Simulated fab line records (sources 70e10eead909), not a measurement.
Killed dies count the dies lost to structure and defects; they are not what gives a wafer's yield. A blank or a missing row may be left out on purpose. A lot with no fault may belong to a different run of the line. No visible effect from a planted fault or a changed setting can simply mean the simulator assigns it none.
Matching of chambers :: flow nand-harc :: 4 sister chambers for NHARC_A_CHANNEL_FILL_D2_CMP_10 on cmp-01
The step polishes, target thk 150 nm. 4 wafers are shown with their chamber, then 12 later ones without.

== WAFERS, EACH WITH ITS CHAMBER ==
wafer: L084.4
chamber: 2
motor-current-A (A): 12.8

wafer: L088.3
chamber: 0
motor-current-A (A): 14.0

wafer: L088.4
chamber: 1
motor-current-A (A): 11.1

wafer: L088.5
chamber: 3
motor-current-A (A): 13.1

== WAFERS WITHOUT THEIR CHAMBER ==
wafer: L091.1
motor-current-A (A): 13.3

wafer: L091.5
motor-current-A (A): 13.2

wafer: L091.6
motor-current-A (A): 13.5

wafer: L092.1
motor-current-A (A): 12.7

wafer: L092.2
motor-current-A (A): 11.2

wafer: L092.5
motor-current-A (A): 14.1

wafer: L094.1
motor-current-A (A): 12.1

wafer: L094.2
motor-current-A (A): 14.0

wafer: L094.6
motor-current-A (A): 11.4

wafer: L097.1
motor-current-A (A): 14.0

wafer: L097.3
motor-current-A (A): 12.9

wafer: L097.6
motor-current-A (A): 12.6

== EACH ONE'S CHAMBER ==
wafer: L091.1
from the rows above: can't be placed: 3 or 2 or 0
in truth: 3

wafer: L091.5
from the rows above: can't be placed: 3 or 2
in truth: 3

wafer: L091.6
from the rows above: can't be placed: 3 or 0 or 2
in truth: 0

wafer: L092.1
from the rows above: can't be placed: 2 or 3
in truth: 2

wafer: L092.2
from the rows above: 1
in truth: 1

wafer: L092.5
from the rows above: 0
in truth: 0

wafer: L094.1
from the rows above: can't be placed: 2 or 1 or 3
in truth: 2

wafer: L094.2
from the rows above: 0
in truth: 0

wafer: L094.6
from the rows above: 1
in truth: 1

wafer: L097.1
from the rows above: 0
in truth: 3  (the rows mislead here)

wafer: L097.3
from the rows above: can't be placed: 2 or 3
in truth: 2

wafer: L097.6
from the rows above: can't be placed: 2 or 3
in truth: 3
Correct placement for 4 of the 12. Cannot be placed on the basis of these rows: 7; the candidates contain the true chamber in 7. 1 placed wrongly.
How it was worked out, from the rows above alone: a wafer's distance from a chamber is the root of the sum, over the readings, of the square of ((its reading less the chamber's mean) divided by the reading's scatter). If the next closest chamber is less than 2 further off than the closest, the wafer can't be placed; otherwise it belongs to the closest. A chamber's mean is the mean of its shown wafers. The scatter: with one shown wafer a chamber, the root of the mean of the squares of how far each hidden wafer lies from its nearest shown one.
